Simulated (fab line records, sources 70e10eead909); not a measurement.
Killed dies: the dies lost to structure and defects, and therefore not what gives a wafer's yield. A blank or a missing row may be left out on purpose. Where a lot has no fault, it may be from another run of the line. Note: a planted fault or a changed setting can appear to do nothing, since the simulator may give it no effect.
A lot that was struck, set against a sound lot | flow nandHarc | 14 steps out of a route of 1159
Sound: the wafers L570.2, L570.3, L570.5. Struck: wafers L582.3, L582.5 (left out: L582.6, a lot-mate that was not struck); the cause follows at the end.
Per side, at each step with rows, come the tool, then ch with its chambers, and then its first start. Under that, the readings that differ: sound wafers | struck wafers | difference of the means | sigmas: that difference in standard deviations of wafers without a fault.
alike: readings with means less than 2 such deviations apart, plus words and numbers identical on both sides. not compared: withheld readings, readings lacking a value on some wafer, bounds such as >300 that could conceal the same value, and numbers that have no deviation in the record and whose values overlap.
A row with sigmas, a row that says differs or no value, or rows on one side alone: a step with any of these is where the two part. Numbers that don't overlap but have no deviation are shown without sigmas and don't part them. A reading that every wafer of one side lacks parts them only if that side has two wafers or more.

NHARC_A_M0_CMP_23: polishes, t overpolish 20 s, target thk 113.75 nm.
  sound on cmp-01 ch 0,3, day 20 10:18; struck on cmp-01 ch 1,3, day 23 17:41
  alike: motorCurrentA, retainingRingPressureFrac, timeToEndpointS
NHARC_A_M0_THK_MEAS_24: measures by xrf.
  sound: filmMetro-01 at day 20 10:35; struck: filmMetro-01 at day 23 17:55
  alike: thkNm
after that, 1 step had no rows for these wafers: NHARC_A_M0_SRD_25.
NHARC_A_M0_INSPECT_27:
  sound: defectInspect-01 at day 20 10:45; struck: defectInspect-02 at day 23 18:04
  alike: rawDefectCount
NHARC_A_M0_PRE_CLEAN_31: time 12 s.
  sound on pecvd-01 ch 0,2, day 20 10:49; struck on pecvd-02 ch 0,1, day 23 18:09
reading          | sound       | struck  | difference | sigmas
heaterPowerW (W) | 667 582 594 | 771 759 | +151       | +2
NHARC_A_M0_DEP_32: deposits SiCN, target thk 30 nm.
  sound on pecvd-01 ch 0,2, day 20 10:53; struck on pecvd-02 ch 0,1, day 23 18:16
  alike: heaterPowerW
then, 5 steps without rows for these wafers: NHARC_A_M1_DEP_00 (deposits SiOC, target thk 182.5 nm); NHARC_A_M1_DEHYDRATE_01 (time 120 s); NHARC_A_M1_HMDS_02 (time 30 s); NHARC_A_M1_COAT_34 (time 65 s); NHARC_A_M1_COAT_03 (resist thk 90 nm).
NHARC_A_M1_SOFTBAKE_04: time 55 s.
  sound on lithoTrack-04 ch 0, day 20 11:00; struck on lithoTrack-06 ch 0, day 23 19:00
reading               | sound                | struck        | difference                    | sigmas
heaterPowerTotalW (W) | 188.33 188.47 188.30 | 222.53 222.56 | +34.18                        | +99 or more
plateTempC (C)        | 104.95 105.04 105.03 | - -           | no value on the struck wafers | 
  alike: chillPlateTempC
then, 2 steps without rows for these wafers: NHARC_A_M1_EBR_05; NHARC_END_SORT_01.

WHERE THEY PART
Earliest at NHARC_A_M0_PRE_CLEAN_31; latest, in this record, at NHARC_A_M1_SOFTBAKE_04.

WHY: what had been put in by the simulator
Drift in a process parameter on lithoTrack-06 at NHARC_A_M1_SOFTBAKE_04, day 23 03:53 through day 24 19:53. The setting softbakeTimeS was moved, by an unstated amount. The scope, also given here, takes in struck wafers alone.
